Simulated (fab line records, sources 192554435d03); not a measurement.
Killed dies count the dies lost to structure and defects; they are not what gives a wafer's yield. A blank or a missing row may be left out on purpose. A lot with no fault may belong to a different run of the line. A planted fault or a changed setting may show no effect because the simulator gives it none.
Split-lot study :: flow n5Finfet :: 39 wafers read from 7 lots, route of 1938 steps

== THE SPLIT ITSELF ==
At N5_BEOL_M14_DEP_53 (deposits SiCN from 3MS/NH3, target thk 50 nm, time 17.8 s), the setting timeS was moved away from the recipe's 17.8 s on 18 of the 39 wafers read, by +31.6% to +50.0%. For the rest of the wafers, this setting stayed at what the recipe calls for.

The reading is taken at the split's own step.

== THE READING ==
SiCN_of_BEOL_M14_DEP_53.thkNm (the simulator's own value, which no gauge read), in nm, at N5_BEOL_M14_DEP_53 (deposits SiCN from 3MS/NH3, target thk 50 nm, time 17.8 s). The file gives no usual value for it. The 21 wafers here that ran the recipe average 50.1 nm, standard deviation 0.52 nm.

wafer: L078.1
tool, chamber at the split: pecvd-02, 0
timeS as run, s: 25.95
against the recipe: +45.8%
SiCN_of_BEOL_M14_DEP_53.thkNm, nm: 71.6
against lot-mates on the recipe: +21.3

wafer: L078.2
tool, chamber at the split: pecvd-02, 1
timeS as run, s: 25.95
against the recipe: +45.8%
SiCN_of_BEOL_M14_DEP_53.thkNm, nm: 70.8
against lot-mates on the recipe: +20.5

wafer: L078.3
tool, chamber at the split: pecvd-02, 2
timeS as run, s: 17.8
against the recipe: recipe
SiCN_of_BEOL_M14_DEP_53.thkNm, nm: 50
against lot-mates on the recipe: -

wafer: L078.4
tool, chamber at the split: pecvd-02, 0
timeS as run, s: 17.8
against the recipe: recipe
SiCN_of_BEOL_M14_DEP_53.thkNm, nm: 50.6
against lot-mates on the recipe: -

wafer: L078.5
tool, chamber at the split: pecvd-02, 2
timeS as run, s: 17.8
against the recipe: recipe
SiCN_of_BEOL_M14_DEP_53.thkNm, nm: 50.2
against lot-mates on the recipe: -

wafer: L078.6
tool, chamber at the split: pecvd-02, 1
timeS as run, s: 25.95
against the recipe: +45.8%
SiCN_of_BEOL_M14_DEP_53.thkNm, nm: 72.2
against lot-mates on the recipe: +21.9

wafer: L084.1
tool, chamber at the split: pecvd-03, 2
timeS as run, s: 26.7
against the recipe: +50.0%
SiCN_of_BEOL_M14_DEP_53.thkNm, nm: 74
against lot-mates on the recipe: +24.1

wafer: L084.2
tool, chamber at the split: pecvd-03, 1
timeS as run, s: 17.8
against the recipe: recipe
SiCN_of_BEOL_M14_DEP_53.thkNm, nm: 49.6
against lot-mates on the recipe: -

wafer: L084.3
tool, chamber at the split: pecvd-03, 0
timeS as run, s: 17.8
against the recipe: recipe
SiCN_of_BEOL_M14_DEP_53.thkNm, nm: 49.8
against lot-mates on the recipe: -

wafer: L084.4
tool, chamber at the split: pecvd-03, 1
timeS as run, s: 26.7
against the recipe: +50.0%
SiCN_of_BEOL_M14_DEP_53.thkNm, nm: 75
against lot-mates on the recipe: +25.1

wafer: L084.5
tool, chamber at the split: pecvd-03, 2
timeS as run, s: 17.8
against the recipe: recipe
SiCN_of_BEOL_M14_DEP_53.thkNm, nm: 50.2
against lot-mates on the recipe: -

wafer: L084.6
tool, chamber at the split: pecvd-03, 0
timeS as run, s: 26.7
against the recipe: +50.0%
SiCN_of_BEOL_M14_DEP_53.thkNm, nm: 74.4
against lot-mates on the recipe: +24.5

wafer: L087.1
tool, chamber at the split: pecvd-02, 2
timeS as run, s: 17.8
against the recipe: recipe
SiCN_of_BEOL_M14_DEP_53.thkNm, nm: 50.2
against lot-mates on the recipe: -

wafer: L087.2
tool, chamber at the split: pecvd-02, 0
timeS as run, s: 17.8
against the recipe: recipe
SiCN_of_BEOL_M14_DEP_53.thkNm, nm: 49.6
against lot-mates on the recipe: -

wafer: L087.3
tool, chamber at the split: pecvd-02, 1
timeS as run, s: 26.54
against the recipe: +49.1%
SiCN_of_BEOL_M14_DEP_53.thkNm, nm: 74
against lot-mates on the recipe: +23.9

wafer: L087.4
tool, chamber at the split: pecvd-02, 0
timeS as run, s: 26.54
against the recipe: +49.1%
SiCN_of_BEOL_M14_DEP_53.thkNm, nm: 74.4
against lot-mates on the recipe: +24.3

wafer: L087.5
tool, chamber at the split: pecvd-02, 1
timeS as run, s: 17.8
against the recipe: recipe
SiCN_of_BEOL_M14_DEP_53.thkNm, nm: 50.4
against lot-mates on the recipe: -

wafer: L087.6
tool, chamber at the split: pecvd-02, 2
timeS as run, s: 26.54
against the recipe: +49.1%
SiCN_of_BEOL_M14_DEP_53.thkNm, nm: 75.2
against lot-mates on the recipe: +25.1

wafer: L088.1
tool, chamber at the split: pecvd-01, 0
timeS as run, s: 24.25
against the recipe: +36.2%
SiCN_of_BEOL_M14_DEP_53.thkNm, nm: 67.6
against lot-mates on the recipe: +17.5

wafer: L088.2
tool, chamber at the split: pecvd-01, 2
timeS as run, s: 24.25
against the recipe: +36.2%
SiCN_of_BEOL_M14_DEP_53.thkNm, nm: 66.8
against lot-mates on the recipe: +16.7

wafer: L088.3
tool, chamber at the split: pecvd-01, 1
timeS as run, s: 17.8
against the recipe: recipe
SiCN_of_BEOL_M14_DEP_53.thkNm, nm: 49.2
against lot-mates on the recipe: -

wafer: L088.4
tool, chamber at the split: pecvd-01, 0
timeS as run, s: 24.25
against the recipe: +36.2%
SiCN_of_BEOL_M14_DEP_53.thkNm, nm: 68.6
against lot-mates on the recipe: +18.5

wafer: L088.5
tool, chamber at the split: pecvd-01, 1
timeS as run, s: 17.8
against the recipe: recipe
SiCN_of_BEOL_M14_DEP_53.thkNm, nm: 50.4
against lot-mates on the recipe: -

wafer: L088.6
tool, chamber at the split: pecvd-01, 2
timeS as run, s: 17.8
against the recipe: recipe
SiCN_of_BEOL_M14_DEP_53.thkNm, nm: 50.8
against lot-mates on the recipe: -

wafer: L092.2
tool, chamber at the split: pecvd-02, 0
timeS as run, s: 17.8
against the recipe: recipe
SiCN_of_BEOL_M14_DEP_53.thkNm, nm: 49.6
against lot-mates on the recipe: -

wafer: L092.3
tool, chamber at the split: pecvd-02, 2
timeS as run, s: 17.8
against the recipe: recipe
SiCN_of_BEOL_M14_DEP_53.thkNm, nm: 49.8
against lot-mates on the recipe: -

wafer: L092.6
tool, chamber at the split: pecvd-02, 0
timeS as run, s: 17.8
against the recipe: recipe
SiCN_of_BEOL_M14_DEP_53.thkNm, nm: 50.2
against lot-mates on the recipe: -

wafer: L094.1
tool, chamber at the split: pecvd-02, 0
timeS as run, s: 26.7
against the recipe: +50.0%
SiCN_of_BEOL_M14_DEP_53.thkNm, nm: 73.8
against lot-mates on the recipe: +23.6

wafer: L094.2
tool, chamber at the split: pecvd-02, 2
timeS as run, s: 26.7
against the recipe: +50.0%
SiCN_of_BEOL_M14_DEP_53.thkNm, nm: 74.4
against lot-mates on the recipe: +24.2

wafer: L094.3
tool, chamber at the split: pecvd-02, 1
timeS as run, s: 17.8
against the recipe: recipe
SiCN_of_BEOL_M14_DEP_53.thkNm, nm: 49.2
against lot-mates on the recipe: -

wafer: L094.4
tool, chamber at the split: pecvd-02, 0
timeS as run, s: 17.8
against the recipe: recipe
SiCN_of_BEOL_M14_DEP_53.thkNm, nm: 50.6
against lot-mates on the recipe: -

wafer: L094.5
tool, chamber at the split: pecvd-02, 1
timeS as run, s: 26.7
against the recipe: +50.0%
SiCN_of_BEOL_M14_DEP_53.thkNm, nm: 75
against lot-mates on the recipe: +24.8

wafer: L094.6
tool, chamber at the split: pecvd-02, 2
timeS as run, s: 17.8
against the recipe: recipe
SiCN_of_BEOL_M14_DEP_53.thkNm, nm: 50.8
against lot-mates on the recipe: -

wafer: L097.1
tool, chamber at the split: pecvd-01, 0
timeS as run, s: 23.43
against the recipe: +31.6%
SiCN_of_BEOL_M14_DEP_53.thkNm, nm: 65.6
against lot-mates on the recipe: +15.1

wafer: L097.2
tool, chamber at the split: pecvd-01, 2
timeS as run, s: 17.8
against the recipe: recipe
SiCN_of_BEOL_M14_DEP_53.thkNm, nm: 49.8
against lot-mates on the recipe: -

wafer: L097.3
tool, chamber at the split: pecvd-01, 2
timeS as run, s: 17.8
against the recipe: recipe
SiCN_of_BEOL_M14_DEP_53.thkNm, nm: 50.4
against lot-mates on the recipe: -

wafer: L097.4
tool, chamber at the split: pecvd-01, 0
timeS as run, s: 23.43
against the recipe: +31.6%
SiCN_of_BEOL_M14_DEP_53.thkNm, nm: 66
against lot-mates on the recipe: +15.5

wafer: L097.5
tool, chamber at the split: pecvd-01, 2
timeS as run, s: 23.43
against the recipe: +31.6%
SiCN_of_BEOL_M14_DEP_53.thkNm, nm: 65.8
against lot-mates on the recipe: +15.3

wafer: L097.6
tool, chamber at the split: pecvd-01, 0
timeS as run, s: 17.8
against the recipe: recipe
SiCN_of_BEOL_M14_DEP_53.thkNm, nm: 51.2
against lot-mates on the recipe: -

FIT RESULTS
A straight line over all 39 wafers: SiCN_of_BEOL_M14_DEP_53.thkNm changes by +0.486 nm for each +1% of timeS; r = +1.00; the points scatter about the line by 0.61 nm.
The same after taking each lot's own level away (the mean of its wafers on the recipe; 39 wafers): +0.485 nm for each +1%; r = +1.00; scatter 0.61 nm.
The reading moves by 24 nm for the largest change in timeS, on that fit.
The span of the lots' own levels, 49.87 to 50.47 nm, comes to 1.2 times the standard deviation stated above.
The two slopes are in agreement: the lot-to-lot level therefore moves the slope only a little.
Check: +24.3 nm against its lot-mates is what the line predicts for one of the wafers moved furthest among these (+50.0%) when that wafer is left out of the fit. It came out at +24.1 nm against them.

== ADDITIONAL SPLITS CARRIED BY THESE WAFERS ==
Before the reading, these wafers also passed through other splits. Each is held against what the fit with the lots' levels taken away leaves over:
other split on the same wafers: N5_BEOL_M13_ILD_DEP_00 targetThkA
wafers away from the commonest value: 18
r with SiCN_of_BEOL_M14_DEP_53.thkNm (lot level and that fit taken away): -0.03

== THE FILE'S OWN FIT ==
SiCN_of_BEOL_M14_DEP_53.thkNm changes by +0.485 nm for each +1% of timeS, r = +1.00.
